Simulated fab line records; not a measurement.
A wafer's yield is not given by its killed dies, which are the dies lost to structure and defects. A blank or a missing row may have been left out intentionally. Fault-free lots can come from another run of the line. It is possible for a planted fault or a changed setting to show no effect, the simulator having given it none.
One fault through the eyes of 3 desks || flow n5-finfet || only its own numbers are on each desk; what lay behind them is given at the end

## THE DEFECT DESK
For each lot, the counts of the inspections along the route, averaged over the sampled wafers that have a number. Any lot whose mean is over 4 standard deviations away from the usual mean is out of limits and marked OUT; that distance is given in the brackets.
Columns: A = raw-defect-count at N5_BEOL_M7_INSPECT_30, usual 404
{"lot": "L581", "first seen here": "day 12 07:26", "A": 423}
{"lot": "L586", "first seen here": "day 13 13:27", "A": 337}
{"lot": "L588", "first seen here": "day 14 09:38", "A": 369}
{"lot": "L589", "first seen here": "day 14 13:08", "A": 596}
{"lot": "L580", "first seen here": "day 14 23:15", "A": 299}
Result from this desk: across the 5 lots, nothing is out of limits.

## THE TOOL OWNER'S DESK: rie-diel-04
The tool's own readings at N5_BEOL_M7_ETCH_41 (etches SiCN in CH3F/O2, target depth 31.9 nm, time 57.8 s): means of the sampled wafers that have a number, for each lot that ran on this tool. Any lot whose mean is over 4 standard deviations away from the usual mean is out of limits and marked OUT; that distance is given in the brackets.
Columns: A = O2_flow_sccm at N5_BEOL_M7_ETCH_41, usual 20.01 sccm; B = drypump-motor-current-A at N5_BEOL_M7_ETCH_41, usual 5.5 A; C = oes-product-au at N5_BEOL_M7_ETCH_41, usual 0.80 a.u.; D = rf-fwd-power-W at N5_BEOL_M7_ETCH_41, usual 392.0 W; E = rf-vpp-V at N5_BEOL_M7_ETCH_41, usual 296.8 V; F = showerhead-plenum-p-Torr at N5_BEOL_M7_ETCH_41, usual 1.99 Torr; G = throttle-valve-pct at N5_BEOL_M7_ETCH_41, usual 16.31 %
{"lot": "L581", "first seen here": "day 12 07:46", "A": 20.00, "B": 5.5, "C": 0.76, "D": 390.7, "E": 298.0, "F": 2.00, "G": 16.36}
{"lot": "L586", "first seen here": "day 13 14:03", "A": 19.98, "B": 5.8, "C": 0.85, "D": 391.2, "E": 298.4, "F": 2.06, "G": 16.25}
{"lot": "L588", "first seen here": "day 14 10:18", "A": 20.05, "B": 5.5, "C": 0.78, "D": "360.8 (-26) OUT", "E": "306.5 (+5.7) OUT", "F": 2.00, "G": 16.25}
This desk finds L588 out of limits, L588 being first, at day 14 10:18 (rf-fwd-power-W at N5_BEOL_M7_ETCH_41). L581, L586 stayed within limits.

## FROM THE METROLOGY DESK
Lot by lot, what the gauges showed, no matter which tool ran the lot: averages of those sampled wafers that carry a number. Any lot whose mean is over 4 standard deviations away from the usual mean is out of limits and marked OUT; that distance is given in the brackets.
Columns: A = V6_OVL at N5_BEOL_M7_OVL_MEAS_29, usual -0.1 nm
{"lot": "L581", "first seen here": "day 12 07:22", "A": -0.2}
{"lot": "L586", "first seen here": "day 13 13:23", "A": -0.2}
{"lot": "L588", "first seen here": "day 14 09:34", "A": -0.8}
{"lot": "L589", "first seen here": "day 14 13:05", "A": -0.1}
{"lot": "L580", "first seen here": "day 14 23:11", "A": 0.1}
Result from this desk: across the 5 lots, nothing is out of limits.

## ALL TOGETHER
An alarm could have come from the tool owner's desk at day 14 10:18, on L588.
The defect desk saw nothing out of limits.
Metrology desk: nothing out of limits seen.
The defect desk has L588 on record, within its limits.
The metrology desk has L588 on record, within its limits.
N5_BEOL_M7_ETCH_41 was run on rie-diel-04 by each of the lots named.

## WHAT THE SIMULATOR HAD PUT IN
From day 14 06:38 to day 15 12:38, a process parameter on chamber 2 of rie-diel-04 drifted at N5_BEOL_M7_ETCH_41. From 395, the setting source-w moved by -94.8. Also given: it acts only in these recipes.
Lots struck among those shown: L588.
Hours from the fault's start to each desk's first reading out of limits: the tool owner's desk, 4.
